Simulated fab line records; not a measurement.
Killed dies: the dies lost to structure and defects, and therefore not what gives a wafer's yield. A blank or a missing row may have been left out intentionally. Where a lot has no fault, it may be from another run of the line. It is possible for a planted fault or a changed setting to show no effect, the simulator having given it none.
One fault through the eyes of 2 desks :: flow n5-finfet :: each desk has only its own numbers; what lay behind them comes last

AT THE METROLOGY DESK
What the gauges read for every lot (on any tool): the sampled wafers with a number, averaged. Any lot whose mean is over 4 standard deviations away from the usual mean is out of limits and marked OUT; that distance is given in the brackets.
Columns: A = M15_THK at N5_BEOL_M15_THK_MEAS_50, usual 852 nm; B = M15_RS at N5_BEOL_M15_RS_MEAS_54, usual 0.02155 ohm/sq
lot: L684
first seen here: day 12 04:28
A: 866
B: 0.02116

lot: L691
first seen here: day 13 07:20
A: 753 (-9.9) OUT
B: 0.02522 (+15) OUT

lot: L690
first seen here: day 13 13:46
A: 748 (-10) OUT
B: 0.02552 (+17) OUT

lot: L695
first seen here: day 14 15:03
A: 746 (-11) OUT
B: 0.02502 (+14) OUT

lot: L697
first seen here: day 15 09:09
A: 858
B: 0.02133

lot: L699
first seen here: day 15 21:18
A: 842
B: 0.02160

lot: L702
first seen here: day 16 04:49
A: 854
B: 0.02165

lot: L704
first seen here: day 17 00:06
A: 852
B: 0.02161

lot: L705
first seen here: day 17 13:07
A: 857
B: 0.02149

lot: L706
first seen here: day 17 16:22
A: 853
B: 0.02151
This desk reports L690, L691, L695 out of limits; the earliest was L691 at day 13 07:20 (M15_THK at N5_BEOL_M15_THK_MEAS_50). In limits: L684, L697, L699, L702, L704, L705, L706.

FOR THE TOOL OWNER'S DESK: rie-diel-03
The tool's own readings at N5_BEOL_M15_TRENCH_ETCH_34 (etches SiO2 in C4F8/O2/Ar, target depth 872.93 nm, time 199 s): means of the sampled wafers that have a number, for each lot that ran on this tool. Any lot whose mean is over 4 standard deviations away from the usual mean is out of limits and marked OUT; that distance is given in the brackets.
Columns: A = drypump-motor-current-A at N5_BEOL_M15_TRENCH_ETCH_34, usual 5.7 A; B = oes-product-au at N5_BEOL_M15_TRENCH_ETCH_34, usual 0.81 a.u.; C = rf-vpp-V at N5_BEOL_M15_TRENCH_ETCH_34, usual 2227 V; D = showerhead-plenum-p-Torr at N5_BEOL_M15_TRENCH_ETCH_34, usual 3.46 Torr; E = throttle-valve-pct at N5_BEOL_M15_TRENCH_ETCH_34, usual 30.80 %
lot: L684
first seen here: day 12 01:51
A: 6.0
B: 0.83
C: 2233
D: 3.46
E: 30.69

lot: L691
first seen here: day 13 05:04
A: 6.5
B: 0.76
C: 2217
D: 3.56
E: 30.81

lot: L690
first seen here: day 13 09:02
A: 6.0
B: 0.85
C: 2226
D: 3.48
E: 30.56

lot: L695
first seen here: day 14 09:55
A: 6.2
B: 0.77
C: 2228
D: 3.50
E: 30.85

lot: L704
first seen here: day 16 20:27
A: 6.2
B: 0.85
C: 2221
D: 3.53
E: 30.74
Result from this desk: across the 5 lots, nothing is out of limits.

TAKEN TOGETHER
The metrology desk could have raised an alarm at day 13 07:20, on L690, L691, L695.
The desk of the tool owner found nothing out of limits.
Tool owner's desk: L690, L691, L695 on record, inside its limits.
On rie-diel-03, each named lot ran N5_BEOL_M15_TRENCH_ETCH_34.

WHAT HAD BEEN PUT IN BY THE SIMULATOR
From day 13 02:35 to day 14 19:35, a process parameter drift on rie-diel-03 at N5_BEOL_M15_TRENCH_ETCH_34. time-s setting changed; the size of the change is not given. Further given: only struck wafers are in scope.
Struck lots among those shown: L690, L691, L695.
Hours from the fault's start to each desk's first reading out of limits: the metrology desk, 5.
